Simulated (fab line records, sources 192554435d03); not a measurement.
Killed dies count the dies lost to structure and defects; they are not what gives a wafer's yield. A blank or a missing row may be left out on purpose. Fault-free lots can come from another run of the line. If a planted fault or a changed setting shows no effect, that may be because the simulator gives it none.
Chamber matching | flow n5 finfet | 4 sister chambers for N5_FIN_CUT_DESCUM_13 on rie diel-03
The step chemistry O2, time 7 s. 14 wafers are shown with their chamber, then 6 later ones without.

## EACH WAFER AND ITS CHAMBER
wafer  | chamber | drypump motor current A (A) | showerhead plenum p Torr (Torr) | throttle valve pct (%)
L076.4 | 2       | 6.0                         | 2.14                            | 20.66
L076.5 | 3       | 4.9                         | 2.20                            | 20.45
L076.6 | 2       | 6.0                         | 2.14                            | 20.64
L082.1 | 3       | 4.8                         | 2.19                            | 20.46
L082.3 | 2       | 6.0                         | 2.14                            | 20.67
L082.4 | 0       | 5.9                         | 2.04                            | 20.78
L084.1 | 3       | 4.8                         | 2.19                            | 20.47
L084.2 | 2       | 6.0                         | 2.13                            | 20.68
L084.5 | 1       | 5.4                         | 2.10                            | 20.87
L090.2 | 2       | 6.0                         | 2.13                            | 20.69
L090.3 | 3       | 4.9                         | 2.19                            | 20.47
L090.5 | 3       | 4.8                         | 2.19                            | 20.46
L091.3 | 2       | 6.0                         | 2.13                            | 20.69
L091.4 | 1       | 5.4                         | 2.10                            | 20.87

SIGNATURES (averages over the wafers above)
reading                  | chamber 0 | chamber 1 | chamber 2 | chamber 3 | scatter within a chamber
drypump motor current A  | 5.900     | 5.400     | 6.000     | 4.840     | 0.0346
showerhead plenum p Torr | 2.0400    | 2.1000    | 2.1350    | 2.1920    | 0.0048
throttle valve pct       | 20.7800   | 20.8700   | 20.6717   | 20.4620   | 0.0147
Rule: a wafer lies at a distance from a chamber equal to the root of the sum of squares, over the readings, of (its reading less the chamber's mean, divided by the reading's scatter). If the next closest chamber is less than 2 further off than the closest, the wafer can't be placed; otherwise it belongs to the closest. The scatter: take each reading less its chamber's mean, square it, sum over the shown wafers, divide by the number of wafers less the number of chambers, and take the root.

## WAFERS MISSING THEIR CHAMBER
wafer  | drypump motor current A (A) | showerhead plenum p Torr (Torr) | throttle valve pct (%)
L091.6 | 6.0                         | 2.03                            | 20.81
L095.1 | 5.3                         | 2.10                            | 20.91
L095.2 | 4.8                         | 2.18                            | 20.49
L097.1 | 5.3                         | 2.09                            | 20.91
L097.3 | 4.8                         | 2.18                            | 20.51
L097.4 | 4.8                         | 2.18                            | 20.53

## THE CHAMBER EACH PASSED THROUGH
wafer  | from the rows above | in truth
L091.6 | 0                   | 0
L095.1 | 1                   | 1
L095.2 | 3                   | 3
L097.1 | 1                   | 1
L097.3 | 3                   | 3
L097.4 | 3                   | 3
Correct placement for 6 of the 6. From these rows, 0 cannot be placed. Placed wrongly: 0.
